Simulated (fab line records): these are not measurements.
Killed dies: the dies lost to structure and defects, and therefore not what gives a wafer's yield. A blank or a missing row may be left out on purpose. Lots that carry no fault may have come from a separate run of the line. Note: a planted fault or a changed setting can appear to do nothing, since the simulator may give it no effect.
Lot-split experiment || flow n5 finfet || 39 wafers read across 7 lots, on a route 1938 steps long

== ABOUT THE SPLIT ==
At N5_WELL_APT_EPI_41 (deposits Si from SiH4/H2, target thk 50 nm, time 297.7 s), the setting target thk a was moved away from the recipe's 500 angstrom on 15 of the 39 wafers read, by -6.5% to +6.0%. All remaining wafers had this setting at the recipe value.

The reading comes from the split's own step.

== THE READING ==
Si_of_WELL_APT_EPI_41.thk nm (the simulator's own value, which no gauge read), in nm, at N5_WELL_APT_EPI_41 (deposits Si from SiH4/H2, target thk 50 nm, time 297.7 s). The file does not state a usual value for it. The 24 wafers here that ran the recipe average 49.63 nm, standard deviation 0.45 nm.

{"wafer": "L076.1", "tool, chamber at the split": "epi rpcvd-04, 0", "target thk a as run, angstrom": 500, "against the recipe": "recipe", "Si_of_WELL_APT_EPI_41.thk nm, nm": 50.05, "against lot-mates on the recipe": "-"}
{"wafer": "L076.2", "tool, chamber at the split": "epi rpcvd-04, 0", "target thk a as run, angstrom": 530.1, "against the recipe": "+6.0%", "Si_of_WELL_APT_EPI_41.thk nm, nm": 53.03, "against lot-mates on the recipe": "+2.91"}
{"wafer": "L076.3", "tool, chamber at the split": "epi rpcvd-04, 0", "target thk a as run, angstrom": 500, "against the recipe": "recipe", "Si_of_WELL_APT_EPI_41.thk nm, nm": 50.01, "against lot-mates on the recipe": "-"}
{"wafer": "L076.4", "tool, chamber at the split": "epi rpcvd-04, 0", "target thk a as run, angstrom": 500, "against the recipe": "recipe", "Si_of_WELL_APT_EPI_41.thk nm, nm": 50.3, "against lot-mates on the recipe": "-"}
{"wafer": "L076.5", "tool, chamber at the split": "epi rpcvd-04, 0", "target thk a as run, angstrom": 530.1, "against the recipe": "+6.0%", "Si_of_WELL_APT_EPI_41.thk nm, nm": 52.93, "against lot-mates on the recipe": "+2.81"}
{"wafer": "L076.6", "tool, chamber at the split": "epi rpcvd-04, 0", "target thk a as run, angstrom": 530.1, "against the recipe": "+6.0%", "Si_of_WELL_APT_EPI_41.thk nm, nm": 53.18, "against lot-mates on the recipe": "+3.06"}
{"wafer": "L078.1", "tool, chamber at the split": "epi rpcvd-01, 0", "target thk a as run, angstrom": 500, "against the recipe": "recipe", "Si_of_WELL_APT_EPI_41.thk nm, nm": 50.22, "against lot-mates on the recipe": "-"}
{"wafer": "L078.2", "tool, chamber at the split": "epi rpcvd-01, 0", "target thk a as run, angstrom": 500, "against the recipe": "recipe", "Si_of_WELL_APT_EPI_41.thk nm, nm": 49.87, "against lot-mates on the recipe": "-"}
{"wafer": "L078.3", "tool, chamber at the split": "epi rpcvd-01, 0", "target thk a as run, angstrom": 518.4, "against the recipe": "+3.7%", "Si_of_WELL_APT_EPI_41.thk nm, nm": 52.46, "against lot-mates on the recipe": "+2.48"}
{"wafer": "L078.4", "tool, chamber at the split": "epi rpcvd-01, 0", "target thk a as run, angstrom": 518.4, "against the recipe": "+3.7%", "Si_of_WELL_APT_EPI_41.thk nm, nm": 51.84, "against lot-mates on the recipe": "+1.86"}
{"wafer": "L078.5", "tool, chamber at the split": "epi rpcvd-01, 0", "target thk a as run, angstrom": 518.4, "against the recipe": "+3.7%", "Si_of_WELL_APT_EPI_41.thk nm, nm": 51.86, "against lot-mates on the recipe": "+1.88"}
{"wafer": "L078.6", "tool, chamber at the split": "epi rpcvd-01, 0", "target thk a as run, angstrom": 500, "against the recipe": "recipe", "Si_of_WELL_APT_EPI_41.thk nm, nm": 49.84, "against lot-mates on the recipe": "-"}
{"wafer": "L079.1", "tool, chamber at the split": "epi rpcvd-04, 0", "target thk a as run, angstrom": 500, "against the recipe": "recipe", "Si_of_WELL_APT_EPI_41.thk nm, nm": 48.96, "against lot-mates on the recipe": "-"}
{"wafer": "L079.2", "tool, chamber at the split": "epi rpcvd-04, 0", "target thk a as run, angstrom": 500, "against the recipe": "recipe", "Si_of_WELL_APT_EPI_41.thk nm, nm": 48.85, "against lot-mates on the recipe": "-"}
{"wafer": "L079.3", "tool, chamber at the split": "epi rpcvd-04, 0", "target thk a as run, angstrom": 500, "against the recipe": "recipe", "Si_of_WELL_APT_EPI_41.thk nm, nm": 49.19, "against lot-mates on the recipe": "-"}
{"wafer": "L079.4", "tool, chamber at the split": "epi rpcvd-04, 0", "target thk a as run, angstrom": 500, "against the recipe": "recipe", "Si_of_WELL_APT_EPI_41.thk nm, nm": 49, "against lot-mates on the recipe": "-"}
{"wafer": "L079.5", "tool, chamber at the split": "epi rpcvd-04, 0", "target thk a as run, angstrom": 500, "against the recipe": "recipe", "Si_of_WELL_APT_EPI_41.thk nm, nm": 49.76, "against lot-mates on the recipe": "-"}
{"wafer": "L079.6", "tool, chamber at the split": "epi rpcvd-04, 0", "target thk a as run, angstrom": 500, "against the recipe": "recipe", "Si_of_WELL_APT_EPI_41.thk nm, nm": 49.35, "against lot-mates on the recipe": "-"}
{"wafer": "L083.3", "tool, chamber at the split": "epi rpcvd-01, 0", "target thk a as run, angstrom": 500, "against the recipe": "recipe", "Si_of_WELL_APT_EPI_41.thk nm, nm": 50.2, "against lot-mates on the recipe": "-"}
{"wafer": "L083.4", "tool, chamber at the split": "epi rpcvd-01, 0", "target thk a as run, angstrom": 500, "against the recipe": "recipe", "Si_of_WELL_APT_EPI_41.thk nm, nm": 49.37, "against lot-mates on the recipe": "-"}
{"wafer": "L083.6", "tool, chamber at the split": "epi rpcvd-01, 0", "target thk a as run, angstrom": 500, "against the recipe": "recipe", "Si_of_WELL_APT_EPI_41.thk nm, nm": 50.01, "against lot-mates on the recipe": "-"}
{"wafer": "L085.1", "tool, chamber at the split": "epi rpcvd-04, 0", "target thk a as run, angstrom": 500, "against the recipe": "recipe", "Si_of_WELL_APT_EPI_41.thk nm, nm": 48.97, "against lot-mates on the recipe": "-"}
{"wafer": "L085.2", "tool, chamber at the split": "epi rpcvd-04, 0", "target thk a as run, angstrom": 467.4, "against the recipe": "-6.5%", "Si_of_WELL_APT_EPI_41.thk nm, nm": 46.24, "against lot-mates on the recipe": -3.04}
{"wafer": "L085.3", "tool, chamber at the split": "epi rpcvd-04, 0", "target thk a as run, angstrom": 500, "against the recipe": "recipe", "Si_of_WELL_APT_EPI_41.thk nm, nm": 49.43, "against lot-mates on the recipe": "-"}
{"wafer": "L085.4", "tool, chamber at the split": "epi rpcvd-04, 0", "target thk a as run, angstrom": 467.4, "against the recipe": "-6.5%", "Si_of_WELL_APT_EPI_41.thk nm, nm": 45.76, "against lot-mates on the recipe": -3.52}
{"wafer": "L085.5", "tool, chamber at the split": "epi rpcvd-04, 0", "target thk a as run, angstrom": 500, "against the recipe": "recipe", "Si_of_WELL_APT_EPI_41.thk nm, nm": 49.44, "against lot-mates on the recipe": "-"}
{"wafer": "L085.6", "tool, chamber at the split": "epi rpcvd-04, 0", "target thk a as run, angstrom": 467.4, "against the recipe": "-6.5%", "Si_of_WELL_APT_EPI_41.thk nm, nm": 45.97, "against lot-mates on the recipe": -3.31}
{"wafer": "L094.1", "tool, chamber at the split": "epi rpcvd-04, 0", "target thk a as run, angstrom": 478, "against the recipe": "-4.4%", "Si_of_WELL_APT_EPI_41.thk nm, nm": 47.47, "against lot-mates on the recipe": -2.02}
{"wafer": "L094.2", "tool, chamber at the split": "epi rpcvd-04, 0", "target thk a as run, angstrom": 500, "against the recipe": "recipe", "Si_of_WELL_APT_EPI_41.thk nm, nm": 49.6, "against lot-mates on the recipe": "-"}
{"wafer": "L094.3", "tool, chamber at the split": "epi rpcvd-04, 0", "target thk a as run, angstrom": 500, "against the recipe": "recipe", "Si_of_WELL_APT_EPI_41.thk nm, nm": 49.76, "against lot-mates on the recipe": "-"}
{"wafer": "L094.4", "tool, chamber at the split": "epi rpcvd-04, 0", "target thk a as run, angstrom": 500, "against the recipe": "recipe", "Si_of_WELL_APT_EPI_41.thk nm, nm": 49.1, "against lot-mates on the recipe": "-"}
{"wafer": "L094.5", "tool, chamber at the split": "epi rpcvd-04, 0", "target thk a as run, angstrom": 478, "against the recipe": "-4.4%", "Si_of_WELL_APT_EPI_41.thk nm, nm": 46.92, "against lot-mates on the recipe": -2.57}
{"wafer": "L094.6", "tool, chamber at the split": "epi rpcvd-04, 0", "target thk a as run, angstrom": 478, "against the recipe": "-4.4%", "Si_of_WELL_APT_EPI_41.thk nm, nm": 47.06, "against lot-mates on the recipe": -2.43}
{"wafer": "L096.1", "tool, chamber at the split": "epi rpcvd-01, 0", "target thk a as run, angstrom": 485.3, "against the recipe": "-2.9%", "Si_of_WELL_APT_EPI_41.thk nm, nm": 48.16, "against lot-mates on the recipe": -1.83}
{"wafer": "L096.2", "tool, chamber at the split": "epi rpcvd-01, 0", "target thk a as run, angstrom": 485.3, "against the recipe": "-2.9%", "Si_of_WELL_APT_EPI_41.thk nm, nm": 48.47, "against lot-mates on the recipe": -1.52}
{"wafer": "L096.3", "tool, chamber at the split": "epi rpcvd-01, 0", "target thk a as run, angstrom": 485.3, "against the recipe": "-2.9%", "Si_of_WELL_APT_EPI_41.thk nm, nm": 48.62, "against lot-mates on the recipe": -1.37}
{"wafer": "L096.4", "tool, chamber at the split": "epi rpcvd-01, 0", "target thk a as run, angstrom": 500, "against the recipe": "recipe", "Si_of_WELL_APT_EPI_41.thk nm, nm": 50.05, "against lot-mates on the recipe": "-"}
{"wafer": "L096.5", "tool, chamber at the split": "epi rpcvd-01, 0", "target thk a as run, angstrom": 500, "against the recipe": "recipe", "Si_of_WELL_APT_EPI_41.thk nm, nm": 49.67, "against lot-mates on the recipe": "-"}
{"wafer": "L096.6", "tool, chamber at the split": "epi rpcvd-01, 0", "target thk a as run, angstrom": 500, "against the recipe": "recipe", "Si_of_WELL_APT_EPI_41.thk nm, nm": 50.24, "against lot-mates on the recipe": "-"}

FIT RESULTS
A straight line over all 39 wafers: Si_of_WELL_APT_EPI_41.thk nm changes by +0.565 nm for each +1% of target thk a; r = +0.97; the points scatter about the line by 0.41 nm.
The same after taking each lot's own level away (the mean of its wafers on the recipe; 39 wafers): +0.512 nm for each +1%; r = +0.99; scatter 0.26 nm.
The reading moves by 3.3 nm for the largest change in target thk a, on that fit.
The span of the lots' own levels, 49.185 to 50.120 nm, comes to 2.1 times the standard deviation stated above.
So the lot-to-lot level changes the slope: the two fits differ.
Check: for one of the wafers moved furthest among these (-6.5%), held out of the fit, the line's prediction against its lot-mates is -3.39 nm. It came out at -3.04 nm against them.

== FILE'S OWN FIT ==
Si_of_WELL_APT_EPI_41.thk nm changes by +0.512 nm for each +1% of target thk a, r = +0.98.
